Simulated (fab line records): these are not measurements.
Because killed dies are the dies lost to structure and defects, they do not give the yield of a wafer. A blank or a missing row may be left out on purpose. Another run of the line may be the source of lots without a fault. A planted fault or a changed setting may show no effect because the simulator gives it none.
2 desks looking at one fault :: flow nand-harc :: numbers are kept per desk, each desk with only its own; the story behind them comes last

DESK OF THE TOOL OWNER: ald-hk-03
The tool's own readings at NHARC_A_CHANNEL_FILL_D2_ALD_14 (deposits SiO2, target thk 2.5 nm, pulse time 10 s, ald cycles 25): means of the sampled wafers that have a number, for each lot that ran on this tool. The brackets show how far a lot's mean lies from the usual mean; more than 4 standard deviations puts the lot out of limits, marked OUT.
Columns: A = heater-power-w at NHARC_A_CHANNEL_FILL_D2_ALD_14, usual 483 W; B = precursor-pulse-height-rel at NHARC_A_CHANNEL_FILL_D2_ALD_14, usual 0.999
lot: L529
first seen here: day 14 13:24
A: 462
B: 0.987

lot: L530
first seen here: day 15 05:40
A: 503
B: 1.008

lot: L532
first seen here: day 15 14:01
A: 477
B: 1.002

lot: L534
first seen here: day 16 10:59
A: 513
B: 0.992

lot: L535
first seen here: day 17 04:11
A: 468
B: 0.994

lot: L541
first seen here: day 19 16:40
A: 505
B: 1.005

lot: L546
first seen here: day 21 22:11
A: 536
B: 0.993

lot: L549
first seen here: day 22 10:42
A: 477
B: 0.980
This desk's verdict: no lot among the 8 shows anything out of limits.

FROM THE METROLOGY DESK
What the gauges read, lot by lot, whatever tool the lot ran on: means of the sampled wafers that have a number. The brackets show how far a lot's mean lies from the usual mean; more than 4 standard deviations puts the lot out of limits, marked OUT.
Columns: A = cd-nm at NHARC_A_CHANNEL_HOLE_D2_CD_MEAS_10, usual 100.1 nm
lot: L528
first seen here: day 13 03:10
A: 99.3

lot: L529
first seen here: day 13 23:01
A: 99.9

lot: L530
first seen here: day 14 13:13
A: 100.3

lot: L532
first seen here: day 14 21:41
A: 100.1

lot: L534
first seen here: day 15 20:46
A: 99.7

lot: L535
first seen here: day 16 13:38
A: 99.9

lot: L537
first seen here: day 16 22:39
A: 100.4

lot: L541
first seen here: day 19 01:36
A: 100.4

lot: L543
first seen here: day 19 23:47
A: 99.9

lot: L544
first seen here: day 20 17:05
A: 101.0

lot: L545
first seen here: day 20 17:38
A: 99.2

lot: L546
first seen here: day 21 06:52
A: 100.6

lot: L549
first seen here: day 21 20:17
A: 100.4
This desk's verdict: no lot among the 13 shows anything out of limits.

PUT TOGETHER
The desk of the tool owner found nothing out of limits.
Nothing out of limits was seen by the metrology desk.

WHAT THE SIMULATOR HAD PUT IN
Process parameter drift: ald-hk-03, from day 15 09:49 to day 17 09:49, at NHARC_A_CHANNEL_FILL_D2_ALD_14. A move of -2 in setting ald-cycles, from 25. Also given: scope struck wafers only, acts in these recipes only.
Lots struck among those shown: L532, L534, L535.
